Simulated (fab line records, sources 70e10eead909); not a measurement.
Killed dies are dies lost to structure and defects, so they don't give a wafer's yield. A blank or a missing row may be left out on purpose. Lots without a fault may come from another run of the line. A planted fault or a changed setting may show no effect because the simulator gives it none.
Chamber matching | flow nand_harc | NHARC_P_ZERO_WELL_DESCUM_39 on rie_diel-04: 4 sister chambers
The step chemistry O2, time 3 s. 4 wafers are shown with their chamber, then 12 later ones without.

WAFERS WITH THEIR CHAMBER
wafer  | chamber | showerhead_plenum_p_Torr (Torr)
L086.5 | 2       | 1.95
L087.3 | 1       | 1.77
L087.4 | 0       | 1.83
L087.6 | 3       | 1.93

WAFERS WITHOUT THEIR CHAMBER
wafer  | showerhead_plenum_p_Torr (Torr)
L092.4 | 2.08
L092.5 | 1.92
L092.6 | 1.94
L093.1 | 1.83
L093.3 | 2.07
L093.4 | 1.94
L095.4 | 1.83
L095.5 | 1.83
L095.6 | 1.92
L096.2 | 1.94
L096.3 | 1.92
L096.6 | 1.92

WHICH CHAMBER EACH WENT THROUGH
wafer  | from the rows above          | in truth
L092.4 | can't be placed: 2 or 3      | 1
L092.5 | can't be placed: 3 or 2 or 0 | 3
L092.6 | can't be placed: 2 or 3 or 0 | 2
L093.1 | can't be placed: 0 or 1 or 3 | 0
L093.3 | can't be placed: 2 or 3      | 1
L093.4 | can't be placed: 2 or 3 or 0 | 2
L095.4 | can't be placed: 0 or 1 or 3 | 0
L095.5 | can't be placed: 0 or 1 or 3 | 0
L095.6 | can't be placed: 3 or 2 or 0 | 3
L096.2 | can't be placed: 2 or 3 or 0 | 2
L096.3 | can't be placed: 3 or 2 or 0 | 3
L096.6 | can't be placed: 3 or 2 or 0 | 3
Placed correctly: 0 of 12. Can't be placed from these rows: 12 (the true chamber is among the candidates in 10). Placed wrongly: 0.
How it was worked out, from the rows above alone: a wafer's distance from a chamber is the root of the sum, over the readings, of the square of ((its reading less the chamber's mean) divided by the reading's scatter). The wafer belongs to the nearest chamber; if the next one is less than 2 further off, it can't be placed. A chamber's mean is the mean of its shown wafers. The scatter: with one shown wafer a chamber, the root of the mean of the squares of how far each hidden wafer lies from its nearest shown one.
